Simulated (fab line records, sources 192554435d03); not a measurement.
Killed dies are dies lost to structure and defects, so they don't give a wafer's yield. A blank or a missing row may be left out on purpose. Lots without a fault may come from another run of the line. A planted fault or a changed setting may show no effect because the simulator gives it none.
A struck lot beside a sound one | flow n5_finfet | 15 steps out of a route of 1938
Sound: wafers L871.1, L871.3, L871.4. Struck: wafer L877.6. (L877.2 of the same lot was not struck and is left out.) The cause comes at the end.
At each step with rows: each side's tool, then ch and its chambers, then its first start. Under that, the readings that differ: sound wafers | struck wafers | difference of the means | sigmas: that difference in standard deviations of wafers without a fault.
alike: readings whose means differ by less than 2 such deviations, and words and numbers that are the same on both sides. not compared: withheld readings, readings that some wafer has no value for, bounds like >300 that may hide the same value, and numbers for which the record gives no deviation and whose values overlap.
The two part at a step that has a row with sigmas, a row that says differs or no value, or rows on one side only. Numbers that don't overlap but have no deviation are shown without sigmas and don't part them. A reading that every wafer of one side lacks parts them only if that side has two wafers or more.

first, 1 step without rows for these wafers: N5_BEOL_M5_SPUTTER_81 (material Cu, target thk 15 nm, time 27.62 s).
N5_BEOL_M5_ANNEAL_82: time 1800 s.
  sound on pvd_sputter-01, day 10 12:52; struck on pvd_sputter-03, day 11 20:19
  alike: heater_power_w
then, 1 step without rows for these wafers: N5_BEOL_M5_SPUTTER_83 (material Cu, target thk 15 nm, time 27.62 s).
N5_BEOL_M5_ANNEAL_84: time 1800 s.
  sound on pvd_sputter-01, day 10 13:56; struck on pvd_sputter-03, day 11 21:25
  alike: heater_power_w
then, 1 step without rows for these wafers: N5_BEOL_M5_SPUTTER_88 (material Cu, target thk 15 nm, time 27.62 s).
N5_BEOL_M5_ANNEAL_89: time 1800 s.
  sound on pvd_sputter-01, day 10 15:02; struck on pvd_sputter-03, day 11 22:29
  alike: heater_power_w
N5_BEOL_M5_SPUTTER_90: material Cu, target thk 4.5 nm, time 8.29 s.
  sound on pvd_sputter-01, day 10 16:02; struck on pvd_sputter-03, day 11 23:30
  alike: throttle_valve_pct
then, 2 steps without rows for these wafers: N5_BEOL_M5_ECD_50 (material Cu, target thk 300 nm); N5_BEOL_M5_ANNEAL_51 (time 90 s).
N5_BEOL_M5_CMP_52: polishes, stops on SiCOH lowk, t overpolish 6.9 s, target thk 62 nm.
  sound on cmp-04 ch 0,1,2, day 10 16:32; struck on cmp-01 ch 2, day 12 00:40
  reading             | sound       | struck | difference | sigmas
  motor_current_A (A) | 5.1 5.4 5.5 | 8.4    | +3.1       | +4
  alike: barrier_field_endpoint_s, overpolish_run_s, time_to_endpoint_s
N5_BEOL_M5_THK_MEAS_53: measures by xrf.
  sound on film_metro-01, day 10 16:50; struck on film_metro-01, day 12 00:50
  alike: M5_THK
then, 1 step without rows for these wafers: N5_BEOL_M5_PRE_CLEAN_77 (time 15 s).
N5_BEOL_M5_CO_CAP_78: material Co, precursor CCTBA/H2, target thk 2 nm, time 102.1 s.
  sound on cvd_co-01 ch 0,1,2, day 10 16:55; struck on cvd_co-01 ch 1, day 12 00:55
  reading                                   | sound             | struck | difference | sigmas
  run_length_s (s)                          | 125.0 124.7 125.4 | 158.6  | +33.6      | +73
  model.Co_of_BEOL_M5_CO_CAP_78.thk_nm (nm) | 2 2 2             | 2.8    | +0.8       |
  alike: heater_power_w
then, 2 steps without rows for these wafers: N5_BEOL_M5_PRE_CLEAN_55 (time 15 s); N5_PASSIVATION_PROBE_49.

WHERE THEY PART
First at N5_BEOL_M5_CMP_52; last, within this record, at N5_BEOL_M5_CO_CAP_78.

WHY: what the simulator had put in
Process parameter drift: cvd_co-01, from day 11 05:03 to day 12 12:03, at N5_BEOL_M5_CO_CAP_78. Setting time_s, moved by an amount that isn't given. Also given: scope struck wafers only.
